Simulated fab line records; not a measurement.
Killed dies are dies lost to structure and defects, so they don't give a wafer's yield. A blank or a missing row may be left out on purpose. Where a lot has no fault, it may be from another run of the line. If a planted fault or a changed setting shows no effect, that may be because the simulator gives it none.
Which tool was responsible? / flow nand harc / 14 lots, 42 wafers sampled, at 4 steps of a route of 1302

## WHAT THE GAUGES SHOWED, per wafer
The record holds no reading of a measuring or inspecting step that can be judged against a usual standard deviation.

## WHAT TOOL EACH LOT RAN ON (gives the tool, then ch and the chambers of the sampled wafers, and finally the start)
lot=L489; NHARC_P_STI_ETCH_31=rie diel-12 ch 0,1,3, day 4 18:05 or earlier; NHARC_P_GATE_OXIDE_16=furnace-06 ch 0, day 4 18:05; NHARC_P_GATE_HM_DEP_102=acl dep-02 ch 0, day 5 04:03; NHARC_P_GATE_ETCH_104=rie diel-04 ch 0,1,3, day 5 05:34
lot=L490; NHARC_P_STI_ETCH_31=rie diel-13 ch 0,1,3, day 4 23:01 or earlier; NHARC_P_GATE_OXIDE_16=furnace-06 ch 0, day 4 23:01; NHARC_P_GATE_HM_DEP_102=acl dep-02 ch 0, day 5 08:33; NHARC_P_GATE_ETCH_104=rie diel-04 ch 2,3, day 5 10:10
lot=L491; NHARC_P_STI_ETCH_31=rie diel-12 ch 0,1,3, day 5 06:40 or earlier; NHARC_P_GATE_OXIDE_16=furnace-02 ch 0, day 5 06:40; NHARC_P_GATE_HM_DEP_102=acl dep-02 ch 0, day 5 15:39; NHARC_P_GATE_ETCH_104=rie diel-07 ch 0,1,3, day 5 17:10
lot=L494; NHARC_P_STI_ETCH_31=rie diel-02 ch 0,3, day 6 16:52 or earlier; NHARC_P_GATE_OXIDE_16=furnace-02 ch 0, day 6 16:52; NHARC_P_GATE_HM_DEP_102=acl dep-01 ch 0, day 7 01:46; NHARC_P_GATE_ETCH_104=rie diel-04 ch 0,3, day 7 03:16
lot=L497; NHARC_P_STI_ETCH_31=rie diel-12 ch 0,1,3, day 8 02:34 or earlier; NHARC_P_GATE_OXIDE_16=furnace-02, day 8 02:34; NHARC_P_GATE_HM_DEP_102=acl dep-03 ch 0, day 8 12:19; NHARC_P_GATE_ETCH_104=rie diel-07 ch 0,1,3, day 8 13:59
lot=L498; NHARC_P_STI_ETCH_31=rie diel-13 ch 0,2,3, day 8 02:34 or earlier; NHARC_P_GATE_OXIDE_16=furnace-02, day 8 02:34; NHARC_P_GATE_HM_DEP_102=acl dep-01 ch 0, day 8 12:38; NHARC_P_GATE_ETCH_104=rie diel-09 ch 2,3, day 8 14:14
lot=L503; NHARC_P_STI_ETCH_31=rie diel-12 ch 1,2,3, day 10 15:49 or earlier; NHARC_P_GATE_OXIDE_16=furnace-05 ch 0, day 10 15:49; NHARC_P_GATE_HM_DEP_102=acl dep-03 ch 0, day 11 00:38; NHARC_P_GATE_ETCH_104=rie diel-07 ch 0,1,3, day 11 02:16
lot=L504; NHARC_P_STI_ETCH_31=rie diel-02 ch 0,1,2, day 10 15:49 or earlier; NHARC_P_GATE_OXIDE_16=furnace-05 ch 0, day 10 15:49; NHARC_P_GATE_HM_DEP_102=acl dep-02 ch 0, day 11 01:05; NHARC_P_GATE_ETCH_104=rie diel-04 ch 1,2, day 11 02:29
lot=L505; NHARC_P_STI_ETCH_31=rie diel-13 ch 0,2,3, day 11 10:32 or earlier; NHARC_P_GATE_OXIDE_16=furnace-05 ch 0, day 11 10:32; NHARC_P_GATE_HM_DEP_102=acl dep-02 ch 0, day 11 23:56; NHARC_P_GATE_ETCH_104=rie diel-07 ch 1,2,3, day 12 01:32
lot=L506; NHARC_P_STI_ETCH_31=rie diel-02 ch 0,1,2, day 11 16:50 or earlier; NHARC_P_GATE_OXIDE_16=furnace-06 ch 0, day 11 16:50; NHARC_P_GATE_HM_DEP_102=acl dep-02 ch 0, day 12 02:26; NHARC_P_GATE_ETCH_104=rie diel-04 ch 1,2,3, day 12 03:56
lot=L508; NHARC_P_STI_ETCH_31=rie diel-02 ch 0,1,3, day 12 19:37 or earlier; NHARC_P_GATE_OXIDE_16=furnace-05 ch 0, day 12 19:37; NHARC_P_GATE_HM_DEP_102=acl dep-03 ch 0, day 13 04:38; NHARC_P_GATE_ETCH_104=rie diel-09 ch 0,1,3, day 13 06:15
lot=L509; NHARC_P_STI_ETCH_31=rie diel-13 ch 0,1,3, day 13 06:18 or earlier; NHARC_P_GATE_OXIDE_16=furnace-02 ch 0, day 13 06:18; NHARC_P_GATE_HM_DEP_102=acl dep-02 ch 0, day 13 15:50; NHARC_P_GATE_ETCH_104=rie diel-07 ch 0,2, day 13 17:27
lot=L510; NHARC_P_STI_ETCH_31=rie diel-12 ch 0,2,3, day 13 06:18 or earlier; NHARC_P_GATE_OXIDE_16=furnace-02 ch 0, day 13 06:18; NHARC_P_GATE_HM_DEP_102=acl dep-02 ch 0, day 13 15:11; NHARC_P_GATE_ETCH_104=rie diel-07 ch 0,1,3, day 13 16:49
lot=L511; NHARC_P_STI_ETCH_31=rie diel-02 ch 0,2, day 13 14:58 or earlier; NHARC_P_GATE_OXIDE_16=furnace-05 ch 0, day 13 14:58; NHARC_P_GATE_HM_DEP_102=acl dep-02 ch 0, day 14 01:44; NHARC_P_GATE_ETCH_104=rie diel-07 ch 0,2,3, day 14 03:22
- NHARC_P_STI_ETCH_31: etches the open film in CF4/CHF3, target depth 108.9 nm, time 54.5 s.
- NHARC_P_GATE_OXIDE_16: material SiO2, target thk 3 nm, ox time 392 s.
- NHARC_P_GATE_HM_DEP_102: deposits aC, target thk 120 nm.
- NHARC_P_GATE_ETCH_104: etches the open film in CF4/CHF3, target depth 60 nm.

## AS READ BY THE TOOLS THEMSELVES (means over the sampled wafers that have a number; for cases with no such wafer, the mark the record gives instead)
NHARC_P_STI_ETCH_31.
lot=L489; tool=rie diel-12; drypump motor current A (A)=5.9; oes product au (a.u.)=0.963; rf vpp V (V)=371.5; showerhead plenum p Torr (Torr)=1.57; throttle valve pct (%)=16.810
lot=L490; tool=rie diel-13; drypump motor current A (A)=5.5; oes product au (a.u.)=0.963; rf vpp V (V)=368.7; showerhead plenum p Torr (Torr)=1.53; throttle valve pct (%)=16.806
lot=L491; tool=rie diel-12; drypump motor current A (A)=5.9; oes product au (a.u.)=0.963; rf vpp V (V)=371.4; showerhead plenum p Torr (Torr)=1.57; throttle valve pct (%)=16.798
lot=L494; tool=rie diel-02; drypump motor current A (A)=5.5; oes product au (a.u.)=0.977; rf vpp V (V)=370.4; showerhead plenum p Torr (Torr)=1.55; throttle valve pct (%)=16.794
lot=L497; tool=rie diel-12; drypump motor current A (A)=5.9; oes product au (a.u.)=0.926; rf vpp V (V)=371.7; showerhead plenum p Torr (Torr)=1.57; throttle valve pct (%)=16.795
lot=L498; tool=rie diel-13; drypump motor current A (A)=5.7; oes product au (a.u.)=0.964; rf vpp V (V)=368.9; showerhead plenum p Torr (Torr)=1.51; throttle valve pct (%)=16.806
lot=L503; tool=rie diel-12; drypump motor current A (A)=5.6; oes product au (a.u.)=0.968; rf vpp V (V)=369.3; showerhead plenum p Torr (Torr)=1.54; throttle valve pct (%)=16.805
lot=L504; tool=rie diel-02; drypump motor current A (A)=5.7; oes product au (a.u.)=0.968; rf vpp V (V)=372.9; showerhead plenum p Torr (Torr)=1.61; throttle valve pct (%)=16.805
lot=L505; tool=rie diel-13; drypump motor current A (A)=5.7; oes product au (a.u.)=0.960; rf vpp V (V)=368.0; showerhead plenum p Torr (Torr)=1.51; throttle valve pct (%)=16.803
lot=L506; tool=rie diel-02; drypump motor current A (A)=5.7; oes product au (a.u.)=0.987; rf vpp V (V)=372.3; showerhead plenum p Torr (Torr)=1.61; throttle valve pct (%)=16.803
lot=L508; tool=rie diel-02; drypump motor current A (A)=5.5; oes product au (a.u.)=0.968; rf vpp V (V)=370.5; showerhead plenum p Torr (Torr)=1.57; throttle valve pct (%)=16.796
lot=L509; tool=rie diel-13; drypump motor current A (A)=5.6; oes product au (a.u.)=0.976; rf vpp V (V)=369.0; showerhead plenum p Torr (Torr)=1.53; throttle valve pct (%)=16.805
lot=L510; tool=rie diel-12; drypump motor current A (A)=6.0; oes product au (a.u.)=0.947; rf vpp V (V)=369.7; showerhead plenum p Torr (Torr)=1.57; throttle valve pct (%)=16.799
lot=L511; tool=rie diel-02; drypump motor current A (A)=5.8; oes product au (a.u.)=0.954; rf vpp V (V)=372.4; showerhead plenum p Torr (Torr)=1.63; throttle valve pct (%)=16.806

NHARC_P_GATE_OXIDE_16.
lot=L489; tool=furnace-06; ox temp c (C)=874.9; spike tc upper C (C)=876.2; tube center temp C (C)=874.93
lot=L490; tool=furnace-06; ox temp c (C)=875.0; spike tc upper C (C)=874.3; tube center temp C (C)=875.03
lot=L491; tool=furnace-02; ox temp c (C)=875.2; spike tc upper C (C)=874.2; tube center temp C (C)=875.02
lot=L494; tool=furnace-02; ox temp c (C)=875.2; spike tc upper C (C)=873.8; tube center temp C (C)=875.00
lot=L497; tool=furnace-02; ox temp c (C)=-; spike tc upper C (C)=-; tube center temp C (C)=-
lot=L498; tool=furnace-02; ox temp c (C)=-; spike tc upper C (C)=-; tube center temp C (C)=-
lot=L503; tool=furnace-05; ox temp c (C)=874.8; spike tc upper C (C)=873.6; tube center temp C (C)=874.98
lot=L504; tool=furnace-05; ox temp c (C)=875.0; spike tc upper C (C)=874.5; tube center temp C (C)=875.01
lot=L505; tool=furnace-05; ox temp c (C)=874.9; spike tc upper C (C)=872.9; tube center temp C (C)=874.92
lot=L506; tool=furnace-06; ox temp c (C)=875.0; spike tc upper C (C)=874.5; tube center temp C (C)=875.05
lot=L508; tool=furnace-05; ox temp c (C)=875.0; spike tc upper C (C)=874.0; tube center temp C (C)=874.95
lot=L509; tool=furnace-02; ox temp c (C)=875.4; spike tc upper C (C)=873.0; tube center temp C (C)=874.97
lot=L510; tool=furnace-02; ox temp c (C)=874.9; spike tc upper C (C)=872.9; tube center temp C (C)=875.02
lot=L511; tool=furnace-05; ox temp c (C)=874.8; spike tc upper C (C)=874.1; tube center temp C (C)=875.04

NHARC_P_GATE_HM_DEP_102.
lot=L489; tool=acl dep-02; throttle valve pct (%)=35.008
lot=L490; tool=acl dep-02; throttle valve pct (%)=35.004
lot=L491; tool=acl dep-02; throttle valve pct (%)=35.009
lot=L494; tool=acl dep-01; throttle valve pct (%)=35.000
lot=L497; tool=acl dep-03; throttle valve pct (%)=35.007
lot=L498; tool=acl dep-01; throttle valve pct (%)=35.004
lot=L503; tool=acl dep-03; throttle valve pct (%)=34.994
lot=L504; tool=acl dep-02; throttle valve pct (%)=34.999
lot=L505; tool=acl dep-02; throttle valve pct (%)=34.992
lot=L506; tool=acl dep-02; throttle valve pct (%)=35.005
lot=L508; tool=acl dep-03; throttle valve pct (%)=35.003
lot=L509; tool=acl dep-02; throttle valve pct (%)=34.996
lot=L510; tool=acl dep-02; throttle valve pct (%)=35.008
lot=L511; tool=acl dep-02; throttle valve pct (%)=34.999

NHARC_P_GATE_ETCH_104.
lot=L489; tool=rie diel-04; drypump motor current A (A)=5.7; oes product au (a.u.)=0.979; rf vpp V (V)=372.3; showerhead plenum p Torr (Torr)=1.60; throttle valve pct (%)=16.811
lot=L490; tool=rie diel-04; drypump motor current A (A)=5.5; oes product au (a.u.)=0.970; rf vpp V (V)=372.3; showerhead plenum p Torr (Torr)=1.61; throttle valve pct (%)=16.799
lot=L491; tool=rie diel-07; drypump motor current A (A)=5.4; oes product au (a.u.)=0.967; rf vpp V (V)=371.0; showerhead plenum p Torr (Torr)=1.58; throttle valve pct (%)=16.802
lot=L494; tool=rie diel-04; drypump motor current A (A)=5.7; oes product au (a.u.)=0.966; rf vpp V (V)=370.9; showerhead plenum p Torr (Torr)=1.58; throttle valve pct (%)=16.800
lot=L497; tool=rie diel-07; drypump motor current A (A)=5.4; oes product au (a.u.)=0.966; rf vpp V (V)=371.4; showerhead plenum p Torr (Torr)=1.58; throttle valve pct (%)=16.799
lot=L498; tool=rie diel-09; drypump motor current A (A)=6.0; oes product au (a.u.)=0.972; rf vpp V (V)=368.5; showerhead plenum p Torr (Torr)=1.49; throttle valve pct (%)=16.795
lot=L503; tool=rie diel-07; drypump motor current A (A)=5.4; oes product au (a.u.)=0.962; rf vpp V (V)=371.0; showerhead plenum p Torr (Torr)=1.58; throttle valve pct (%)=16.808
lot=L504; tool=rie diel-04; drypump motor current A (A)=5.5; oes product au (a.u.)=0.948; rf vpp V (V)=371.3; showerhead plenum p Torr (Torr)=1.60; throttle valve pct (%)=16.804
lot=L505; tool=rie diel-07; drypump motor current A (A)=5.2; oes product au (a.u.)=0.969; rf vpp V (V)=370.9; showerhead plenum p Torr (Torr)=1.59; throttle valve pct (%)=16.798
lot=L506; tool=rie diel-04; drypump motor current A (A)=5.6; oes product au (a.u.)=0.931; rf vpp V (V)=371.4; showerhead plenum p Torr (Torr)=1.61; throttle valve pct (%)=16.802
lot=L508; tool=rie diel-09; drypump motor current A (A)=5.9; oes product au (a.u.)=0.926; rf vpp V (V)=367.2; showerhead plenum p Torr (Torr)=1.49; throttle valve pct (%)=16.800
lot=L509; tool=rie diel-07; drypump motor current A (A)=5.3; oes product au (a.u.)=0.966; rf vpp V (V)=372.7; showerhead plenum p Torr (Torr)=1.63; throttle valve pct (%)=16.796
lot=L510; tool=rie diel-07; drypump motor current A (A)=5.4; oes product au (a.u.)=0.968; rf vpp V (V)=370.3; showerhead plenum p Torr (Torr)=1.58; throttle valve pct (%)=16.807
lot=L511; tool=rie diel-07; drypump motor current A (A)=5.3; oes product au (a.u.)=0.962; rf vpp V (V)=372.6; showerhead plenum p Torr (Torr)=1.63; throttle valve pct (%)=16.807

## THE ANSWER, worked out from the rows above alone
Rule: usual is defined by the lots themselves. Put in order of their means at a reading, lots are off if they are a third of the lots or fewer, leave a main group of 4 or more, and stand apart from it by a gap of 3 or more times the standard deviation of the main group's means; of several such gaps the widest counts. Not used: any main group whose means are identical at the precision the tables above print for the reading. Also off: a lot with no number at a reading for which 4 or more lots have one. All remaining lots with rows at the step are treated as sound. Order of review: gauges by route order, followed by the tools' own readings, for which a lot's mean as printed above is used. At the first step where some lot is off, the reading lying furthest off is the one used; lots without a number count as furthest.
Off at NHARC_P_GATE_OXIDE_16 (ox temp c): L497, L498. Without a number there: L497, L498. Mean 875.0 C and standard deviation 0.17 in the main group.
If a tool, at that step or one of the process steps before it, ran each lot that is off and ran no sound lot following the first of them, it fits. With no start given for some of its lots, NHARC_P_STI_ETCH_31 uses the hours and lot order of NHARC_P_GATE_OXIDE_16. Of those tried, none fits.

## WHAT THE SIMULATOR HAD INSERTED
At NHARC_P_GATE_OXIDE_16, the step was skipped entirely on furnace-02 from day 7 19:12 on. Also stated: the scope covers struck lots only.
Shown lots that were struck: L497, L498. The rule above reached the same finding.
